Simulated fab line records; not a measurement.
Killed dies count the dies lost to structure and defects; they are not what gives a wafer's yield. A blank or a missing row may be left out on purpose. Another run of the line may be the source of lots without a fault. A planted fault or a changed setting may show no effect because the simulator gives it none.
The same fault as seen by 3 desks + flow nandHarc + what lay behind the numbers comes last; until then each desk has only its own

== THE DEFECT DESK ==
What the inspections along the route counted, lot by lot: means of the sampled wafers that have a number. A lot is out of limits, marked OUT, if its mean lies more than 4 standard deviations from the usual mean; the brackets give that distance.
Columns: A = rawDefectCount at NHARC_A_CHANNEL_HOLE_D1_INSPECT_12, usual 5.7
| lot  | first seen here | A   |
|------|-----------------|-----|
| L530 | day 8 15:56     | 5.7 |
| L531 | day 8 20:17     | 5.3 |
| L535 | day 9 08:24     | 8.0 |
| L542 | day 11 11:10    | 4.3 |
| L543 | day 11 11:19    | 6.3 |
| L545 | day 12 05:01    | 6.7 |
| L546 | day 12 14:39    | 3.3 |
| L547 | day 12 16:26    | 7.3 |
| L548 | day 13 02:23    | 5.7 |
| L549 | day 13 02:59    | 3.7 |
| L551 | day 13 17:59    | 8.3 |
| L550 | day 13 18:08    | 4.7 |
| L552 | day 14 07:18    | 5.3 |
Result from this desk: across the 13 lots, nothing is out of limits.

== METROLOGY DESK ==
What the gauges read, lot by lot, whatever tool the lot ran on: means of the sampled wafers that have a number. A lot is out of limits, marked OUT, if its mean lies more than 4 standard deviations from the usual mean; the brackets give that distance.
Columns: A = thkNm at NHARC_A_ONON_D1_THK_MEAS_05, usual 996 nm; B = cdNm at NHARC_A_CHANNEL_HOLE_D1_CD_MEAS_30, usual 89.7 nm
| lot  | first seen here | A    | B    |
|------|-----------------|------|------|
| L530 | day 8 01:47     | 988  | 92.9 |
| L531 | day 8 05:20     | 998  | 89.0 |
| L535 | day 8 17:19     | 1001 | 88.7 |
| L543 | day 10 19:01    | 995  | 90.0 |
| L542 | day 10 19:02    | 997  | 90.7 |
| L545 | day 11 14:26    | 1004 | 91.7 |
| L546 | day 11 22:45    | 1002 | 90.5 |
| L547 | day 11 22:46    | 1000 | 91.0 |
| L549 | day 12 08:35    | 999  | 89.8 |
| L548 | day 12 08:36    | 994  | 89.1 |
| L550 | day 13 01:24    | 1017 | 90.7 |
| L551 | day 13 01:27    | 990  | 89.6 |
| L552 | day 13 16:52    | 997  | 90.7 |
Result from this desk: across the 13 lots, nothing is out of limits.

== THE TOOL OWNER'S DESK: rieDiel-02 ==
The tool's own readings at NHARC_A_CHANNEL_HOLE_D1_ETCH_16 (etches the open film in O2/COS, target depth 3100 nm, time 806 s): means of the sampled wafers that have a number, for each lot that ran on this tool. A lot is out of limits, marked OUT, if its mean lies more than 4 standard deviations from the usual mean; the brackets give that distance.
Columns: A = cosFlowSccm at NHARC_A_CHANNEL_HOLE_D1_ETCH_16, usual 20.00 sccm; B = drypumpMotorCurrentA at NHARC_A_CHANNEL_HOLE_D1_ETCH_16, usual 6.0 A; C = oesProductAu at NHARC_A_CHANNEL_HOLE_D1_ETCH_16, usual 1.004 a.u.; D = rfVppV at NHARC_A_CHANNEL_HOLE_D1_ETCH_16, usual 314.1 V; E = showerheadPlenumPTorr at NHARC_A_CHANNEL_HOLE_D1_ETCH_16, usual 3.12 Torr; F = throttleValvePct at NHARC_A_CHANNEL_HOLE_D1_ETCH_16, usual 28.330 %
| lot  | first seen here | A     | B   | C               | D     | E    | F      |
|------|-----------------|-------|-----|-----------------|-------|------|--------|
| L543 | day 11 12:05    | 20.02 | 5.5 | 0.996           | 315.5 | 3.16 | 28.333 |
| L545 | day 12 06:07    | 19.96 | 5.7 | 0.867 (-14) OUT | 312.7 | 3.07 | 28.343 |
This desk's finding: out of limits on L545; first on L545, day 12 06:07 (oesProductAu at NHARC_A_CHANNEL_HOLE_D1_ETCH_16). In limits: L543.

== TAKEN TOGETHER ==
The tool owner's desk could have raised an alarm at day 12 06:07, on L545.
Nothing out of limits was seen by the defect desk.
From the metrology desk's view, nothing was out of limits.
The defect desk has L545 on record, within its limits.
The metrology desk holds a record of L545, inside its limits.
NHARC_A_CHANNEL_HOLE_D1_ETCH_16 was run on rieDiel-02 by each of the lots named.

== WHAT HAD BEEN PUT IN BY THE SIMULATOR ==
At NHARC_A_CHANNEL_HOLE_D1_ETCH_16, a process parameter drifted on rieDiel-02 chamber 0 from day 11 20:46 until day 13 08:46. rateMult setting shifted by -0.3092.
Shown lots that were struck: L545.
Hours from the fault's start to each desk's first reading out of limits: the tool owner's desk, 9.
